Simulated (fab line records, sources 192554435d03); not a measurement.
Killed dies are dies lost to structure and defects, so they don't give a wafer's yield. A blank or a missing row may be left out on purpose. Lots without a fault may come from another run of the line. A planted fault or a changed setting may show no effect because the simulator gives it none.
Chamber matching | flow n5_finfet | N5_GATE_CUT_DESCUM_18 on rie_diel-05: 4 sister chambers
The step chemistry O2, time 7 s. 8 wafers are shown with their chamber, then 9 later ones without.

WAFERS WITH THEIR CHAMBER
wafer  | chamber | showerhead_plenum_p_Torr (Torr) | throttle_valve_pct (%)
L075.2 | 3       | 2.01                            | 20.30
L078.1 | 3       | 2.00                            | 20.31
L078.2 | 1       | 2.11                            | 20.39
L084.3 | 1       | 2.11                            | 20.42
L084.5 | 2       | 2.02                            | 20.71
L085.2 | 2       | 2.02                            | 20.70
L085.4 | 0       | 2.15                            | 21.00
L085.6 | 0       | 2.15                            | 21.00

WAFERS WITHOUT THEIR CHAMBER
wafer  | showerhead_plenum_p_Torr (Torr) | throttle_valve_pct (%)
L087.1 | 2.01                            | 20.70
L087.2 | 2.15                            | 21.02
L087.3 | 2.00                            | 20.33
L087.4 | 2.10                            | 20.41
L087.5 | 2.01                            | 20.71
L087.6 | 2.10                            | 20.40
L093.2 | 2.01                            | 20.73
L093.4 | 1.99                            | 20.35
L093.6 | 2.01                            | 20.74

WHICH CHAMBER EACH WENT THROUGH
wafer  | from the rows above | in truth
L087.1 | 2                   | 2
L087.2 | 0                   | 0
L087.3 | 3                   | 3
L087.4 | 1                   | 1
L087.5 | 2                   | 2
L087.6 | 1                   | 1
L093.2 | 2                   | 2
L093.4 | 3                   | 3
L093.6 | 2                   | 2
Placed correctly: 9 of 9. Can't be placed from these rows: 0. Placed wrongly: 0.
How it was worked out, from the rows above alone: a wafer's distance from a chamber is the root of the sum, over the readings, of the square of ((its reading less the chamber's mean) divided by the reading's scatter). The wafer belongs to the nearest chamber; if the next one is less than 2 further off, it can't be placed. A chamber's mean is the mean of its shown wafers. The scatter: the root of (the sum of the squares of (reading less its chamber's mean) over the shown wafers, divided by (wafers less chambers)).
